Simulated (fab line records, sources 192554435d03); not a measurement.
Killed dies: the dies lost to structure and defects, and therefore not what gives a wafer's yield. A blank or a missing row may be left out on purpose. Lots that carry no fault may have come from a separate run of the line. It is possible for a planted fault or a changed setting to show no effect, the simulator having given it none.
One fault through the eyes of 2 desks    flow n5 finfet    every desk sees just its own numbers, and what lay behind them comes last

## THE TOOL OWNER'S DESK: cmp-01
The tool's own readings at N5_HKMG_FIN_CMP_94 (polishes, stops on SiNx, t overpolish 4.7 s, target thk 43.299 nm): means of the sampled wafers that have a number, for each lot that ran on this tool. The brackets show how far a lot's mean lies from the usual mean; more than 4 standard deviations puts the lot out of limits, marked OUT.
Columns: A = motor current A at N5_HKMG_FIN_CMP_94, usual 12.1 A
lot   first seen here  A
L679  day 4 11:24      12.8
L692  day 7 18:37      11.9
L693  day 7 22:16      12.2
L694  day 8 01:14      12.4
This desk's verdict: no lot among the 4 shows anything out of limits.

## THE DEFECT DESK
For each lot, the counts of the inspections along the route, averaged over the sampled wafers that have a number. The brackets show how far a lot's mean lies from the usual mean; more than 4 standard deviations puts the lot out of limits, marked OUT.
Columns: A = raw defect count at N5_HKMG_FIN_INSPECT_28, usual 40
lot   first seen here  A
L679  day 4 11:38      65
L687  day 6 10:58      45
L691  day 7 14:38      41
L692  day 7 18:48      28
L693  day 7 22:23      50
L694  day 8 01:21      22
L699  day 9 09:25      44
This desk's verdict: no lot among the 7 shows anything out of limits.

## ALL TOGETHER
The desk of the tool owner found nothing out of limits.
Nothing the defect desk looked at was out of limits.

## WHAT HAD BEEN PUT IN BY THE SIMULATOR
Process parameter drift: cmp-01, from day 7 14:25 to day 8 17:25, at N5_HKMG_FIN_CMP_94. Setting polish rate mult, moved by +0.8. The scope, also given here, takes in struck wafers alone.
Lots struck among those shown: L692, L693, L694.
